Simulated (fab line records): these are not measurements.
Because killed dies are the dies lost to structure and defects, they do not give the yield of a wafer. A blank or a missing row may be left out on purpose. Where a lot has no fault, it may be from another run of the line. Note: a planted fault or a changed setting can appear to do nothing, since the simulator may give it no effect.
Matching of chambers -- flow n5-finfet -- 4 sister chambers for N5_BEOL_M6_DESCUM_16 on rie-diel-01
The step chemistry O2, time 7.9 s. 4 wafers are shown with their chamber, then 12 later ones without.

== EACH WAFER AND ITS CHAMBER ==
wafer,chamber,drypump-motor-current-A (A)
L081.6,3,5.3
L089.2,0,5.4
L089.4,2,6.3
L089.6,1,6.1

== WAFERS WITH NO CHAMBER GIVEN ==
wafer,drypump-motor-current-A (A)
L091.4,5.5
L091.5,6.1
L091.6,6.3
L092.1,6.3
L092.2,5.3
L092.4,6.1
L094.1,5.5
L094.3,5.3
L094.6,5.3
L097.1,6.3
L097.4,5.5
L097.6,6.3

== WHICH CHAMBER EACH WENT THROUGH ==
wafer,from the rows above,in truth
L091.4,0,0
L091.5,1,1
L091.6,2,2
L092.1,2,2
L092.2,3,3
L092.4,1,1
L094.1,0,0
L094.3,3,3
L094.6,3,3
L097.1,2,2
L097.4,0,0
L097.6,2,2
Correctly placed: 12 of 12. Not placeable from these rows: 0. 0 placed wrongly.
How it was worked out, from the rows above alone: a wafer's distance from a chamber is the root of the sum, over the readings, of the square of ((its reading less the chamber's mean) divided by the reading's scatter). If the next closest chamber is less than 2 further off than the closest, the wafer can't be placed; otherwise it belongs to the closest. Each chamber's mean is taken over the wafers shown for it. The scatter: with one shown wafer a chamber, the root of the mean of the squares of how far each hidden wafer lies from its nearest shown one.
